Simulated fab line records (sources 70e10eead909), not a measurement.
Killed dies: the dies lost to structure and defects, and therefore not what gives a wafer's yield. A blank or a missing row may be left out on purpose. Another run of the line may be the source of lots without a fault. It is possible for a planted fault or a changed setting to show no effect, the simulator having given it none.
A lot that was struck, set against a sound lot -- flow nand_harc -- 17 out of 1159 route steps
Sound: the wafers L681.2, L681.3, L681.6. Struck: wafer L697.1 (L697.3, L697.4, from the same lot, were not struck and are left out); the cause is given at the end.
Per side, at each step with rows, come the tool, then ch with its chambers, and then its first start. Under that, the readings that differ: sound wafers -- struck wafers -- difference of the means -- sigmas: that difference in standard deviations of wafers without a fault.
alike: readings with means less than 2 such deviations apart, plus words and numbers identical on both sides. not compared: withheld readings, readings lacking a value on some wafer, bounds such as >300 that could conceal the same value, and numbers that have no deviation in the record and whose values overlap.
The two part at a step that has a row with sigmas, a row that says differs or no value, or rows on one side only. Numbers that have no deviation but don't overlap get no sigmas and don't part them. A reading missing from all wafers of one side parts the sides only when that side holds two or more wafers.

NHARC_P_M1_ETCH_35: etches the open film in N2/H2, target depth 40 nm, overetch 12 nm, time 43.94 s.
  sound on rie_diel-09 ch 0,1,3, day 6 09:37; struck on rie_diel-12 ch 2, day 10 09:27
reading,sound,struck,difference,sigmas
oes_product_au (a.u.),1.006 0.992 0.985,1.018,+0.024,+2
  alike: drypump_motor_current_A, rf_vpp_V, showerhead_plenum_p_Torr, throttle_valve_pct
  not compared: rf_hours_counter_h
then, 1 step without rows for these wafers: NHARC_P_M1_ETCH_15 (etches the open film in C4F8/Ar, target depth 182.5 nm, time 91.2 s).
NHARC_P_M1_CD_MEAS_16:
  struck on cd_sem-03, day 10 09:40; sound on cd_sem-01, day 6 09:49
  alike: cd_nm
NHARC_P_M1_STRIP_18: strips in N2/H2.
  sound on rie_diel-06 ch 1,2, day 6 09:53; struck on rie_diel-06 ch 1, day 10 09:45
reading,sound,struck,difference,sigmas
rf_vpp_V (V),92.0 92.9 91.4,89.8,-2.3,-2
  alike: drypump_motor_current_A, oes_product_au, showerhead_plenum_p_Torr, throttle_valve_pct
  not compared: rf_hours_counter_h
then, 3 steps without rows for these wafers: NHARC_P_M1_ETCH_28 (etches the open film in CF4/N2, target depth 30 nm, time 72.99 s); NHARC_P_M1_STRIP_19 (strips in post etch residue remover, time 600 s); NHARC_P_M1_DEGAS_29 (time 60 s).
NHARC_P_M1_PRE_CLEAN_30: time 30 s.
  sound on pvd_sputter-03; struck on pvd_sputter-02
  alike: heater_power_w
then, 1 step without rows for these wafers: NHARC_P_M1_PVD_20 (deposits TaN, target thk 5 nm, time 8.06 s).
NHARC_P_M1_PVD_21: deposits Cu, target thk 30 nm, time 20.49 s.
  sound on pvd_sputter-03; struck on pvd_sputter-02
  alike: throttle_valve_pct
then, 1 step without rows for these wafers: NHARC_P_M1_ECD_22 (material Cu, target thk 400 nm).
NHARC_P_M1_ANNEAL_31: time 90 s.
  sound on rtp_anneal-01 ch 0, day 6 11:23; struck on rtp_anneal-01 ch 0, day 10 11:16
  alike: wafer_temp_C_max
NHARC_P_M1_CMP_23: polishes, t overpolish 20 s, target thk 157.82 nm.
  sound on cmp-04 ch 1,2,3, day 6 11:56; struck on cmp-04 ch 0, day 10 11:37
reading,sound,struck,difference,sigmas
time_to_endpoint_s (s),30.1 28.1 30.5,37.3,+7.7,+3
  alike: motor_current_A
  not compared: pad_life_wafers
following that, these wafers have no rows for 1 step: NHARC_P_M1_SRD_25.
NHARC_P_M1_INSPECT_27:
  struck on defect_inspect-01, day 10 12:05; sound on defect_inspect-01, day 6 12:26
reading,sound,struck,difference,sigmas
raw_defect_count,273 205 471,2191,+1875,+14
then, 1 step without rows for these wafers: NHARC_P_M1_PRE_CLEAN_32 (time 12 s).
-- the record jumps here: 13 days lie between the struck wafers' starts before and after (it left off in module P_M1 and takes up again in module END, whose first step shown is number 1159 of the route) --
NHARC_END_SORT_01:
  sound on prober-02 ch 0, day 19 20:12; struck on prober-02 ch 0, day 23 15:56
reading,sound,struck,difference,sigmas
defect_limited_yield (%),96.9 95.1 95.7,0,-96,-69
killed_at_other,0 0 0,3,+3,+2
killed_at_periphery,4 6 6,659,+654,+99 or more
killed_dies,21 33 29,677,+649,+67
sort_bin_3_pct (%),0.15 0.44 0,97.19,+96.99,+99 or more
sort_n_pass,656 644 648,0,-649,-67
sort_rim_yield_pct (%),94 92 95,0,-94,-28
sort_yield_pct (%),96.9 95.1 95.7,0,-96,-69
  alike: killed_at_array, killed_open, killed_short, sort_bin_2_pct, sort_bin_4_pct

## WHERE THEY PART
Last at NHARC_END_SORT_01 as far as this record goes, first at NHARC_P_M1_ETCH_35.

WHY: what the simulator had put in
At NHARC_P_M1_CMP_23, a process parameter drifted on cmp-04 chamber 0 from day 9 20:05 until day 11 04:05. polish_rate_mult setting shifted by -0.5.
